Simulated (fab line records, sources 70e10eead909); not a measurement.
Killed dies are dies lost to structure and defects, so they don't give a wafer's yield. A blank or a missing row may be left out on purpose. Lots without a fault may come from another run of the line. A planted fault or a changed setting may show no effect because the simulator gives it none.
A struck lot beside a sound one | flow nand_harc | 5 steps out of a route of 1159
Sound: wafers L523.2, L523.3, L523.6. Struck: wafers L530.1, L530.2, L530.5. The cause comes at the end.
At each step with rows: each side's tool, then ch and its chambers, then its first start. Under that, the readings that differ: sound wafers | struck wafers | difference of the means | sigmas: that difference in standard deviations of wafers without a fault.
alike: readings whose means differ by less than 2 such deviations, and words and numbers that are the same on both sides. not compared: withheld readings, readings that some wafer has no value for, bounds like >300 that may hide the same value, and numbers for which the record gives no deviation and whose values overlap.
The two part at a step that has a row with sigmas, a row that says differs or no value, or rows on one side only. Numbers that don't overlap but have no deviation are shown without sigmas and don't part them. A reading that every wafer of one side lacks parts them only if that side has two wafers or more.

NHARC_P_START_INSPECT_01:
  sound on defect_inspect-02, day 2 18:02; struck on defect_inspect-02, day 4 12:02
  alike: raw_defect_count
then, 2 steps without rows for these wafers: NHARC_P_ZERO_WELL_PRECLEAN_00 (cleans in SPM, time 600 s); NHARC_P_ZERO_WELL_SRD_01.
NHARC_P_ZERO_WELL_PECVD_02: deposits SiO2, target thk 10 nm.
  sound on pecvd-02 ch 1,2, day 2 18:29; struck on pecvd-01 ch 0,1,2, day 4 12:26
  reading                      | sound             | struck | difference                    | sigmas
  chamber_pressure_Torr (Torr) | 6.508 6.494 6.508 | - - -  | no value on the struck wafers |
  not compared: since_wet_clean_h
then, 1 step without rows for these wafers: NHARC_P_ZERO_WELL_DEHYDRATE_03 (time 120 s).

WHERE THEY PART
Only at NHARC_P_ZERO_WELL_PECVD_02, within this record.

WHY: what the simulator had put in
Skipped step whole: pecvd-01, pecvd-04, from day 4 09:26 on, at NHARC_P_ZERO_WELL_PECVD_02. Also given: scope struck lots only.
